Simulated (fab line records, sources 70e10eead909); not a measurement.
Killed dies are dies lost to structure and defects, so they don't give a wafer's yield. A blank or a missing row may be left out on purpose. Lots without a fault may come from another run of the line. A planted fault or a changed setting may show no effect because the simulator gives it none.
One fault seen from 2 desks | flow nand_harc | each desk has only its own numbers; what lay behind them comes last

THE TOOL OWNER'S DESK: rie_diel-11
The tool's own readings at NHARC_A_CONTACT_ETCH_89 (etches the open film in N2/H2, target depth 260 nm, time 475.3 s): means of the sampled wafers that have a number, for each lot that ran on this tool. A lot is out of limits, marked OUT, if its mean lies more than 4 standard deviations from the usual mean; the brackets give that distance.
Columns: A = drypump_motor_current_A at NHARC_A_CONTACT_ETCH_89, usual 5.6 A; B = oes_product_au at NHARC_A_CONTACT_ETCH_89, usual 1.003 a.u.; C = rf_vpp_V at NHARC_A_CONTACT_ETCH_89, usual 431.3 V; D = showerhead_plenum_p_Torr at NHARC_A_CONTACT_ETCH_89, usual 2.07 Torr; E = throttle_valve_pct at NHARC_A_CONTACT_ETCH_89, usual 14.171 %
lot  | first seen here | A   | B     | C     | D    | E
L757 | day 23 11:22    | 5.0 | 1.008 | 429.2 | 1.99 | 14.166
L760 | day 25 13:33    | 5.4 | 1.005 | 428.8 | 1.99 | 14.176
L771 | day 30 06:53    | 5.1 | 1.001 | 433.3 | 2.12 | 14.173
This desk's finding: nothing out of limits on any of the 3 lots.

THE METROLOGY DESK
What the gauges read, lot by lot, whatever tool the lot ran on: means of the sampled wafers that have a number. A lot is out of limits, marked OUT, if its mean lies more than 4 standard deviations from the usual mean; the brackets give that distance.
Columns: A = overlay_x_nm at NHARC_HYBRID_BOND_OVL_MEAS_05, usual -2 nm; B = overlay_y_nm at NHARC_HYBRID_BOND_OVL_MEAS_05, usual -2 nm; C = cd_nm at NHARC_THIN_TSV_CD_MEAS_16, usual 1000.6 nm
lot  | first seen here | A   | B   | C
L752 | day 24 05:56    | 12  | -18 | 1004.1
L754 | day 24 14:12    | -8  | -15 | 1002.9
L755 | day 24 19:46    | 18  | 36  | 1000.6
L757 | day 24 19:46    | -30 | -7  | 999.5
L756 | day 25 03:05    | 34  | 1   | 999.7
L759 | day 26 04:11    | -44 | -8  | 1004.7
L760 | day 26 20:56    | 28  | -26 | 1003.0
L762 | day 27 09:00    | 17  | -23 | 1005.7
L771 | day 31 13:52    | -32 | 4   | 1000.9
L772 | day 31 19:21    | 9   | 30  | 999.4
L773 | day 31 19:21    | -23 | 1   | 999.7
L774 | day 31 23:41    | 19  | 13  | 1001.4
L775 | day 32 12:16    | -2  | 22  | 999.7
This desk's finding: nothing out of limits on any of the 13 lots.

PUT TOGETHER
The tool owner's desk saw nothing out of limits.
The metrology desk saw nothing out of limits.

WHAT THE SIMULATOR HAD PUT IN
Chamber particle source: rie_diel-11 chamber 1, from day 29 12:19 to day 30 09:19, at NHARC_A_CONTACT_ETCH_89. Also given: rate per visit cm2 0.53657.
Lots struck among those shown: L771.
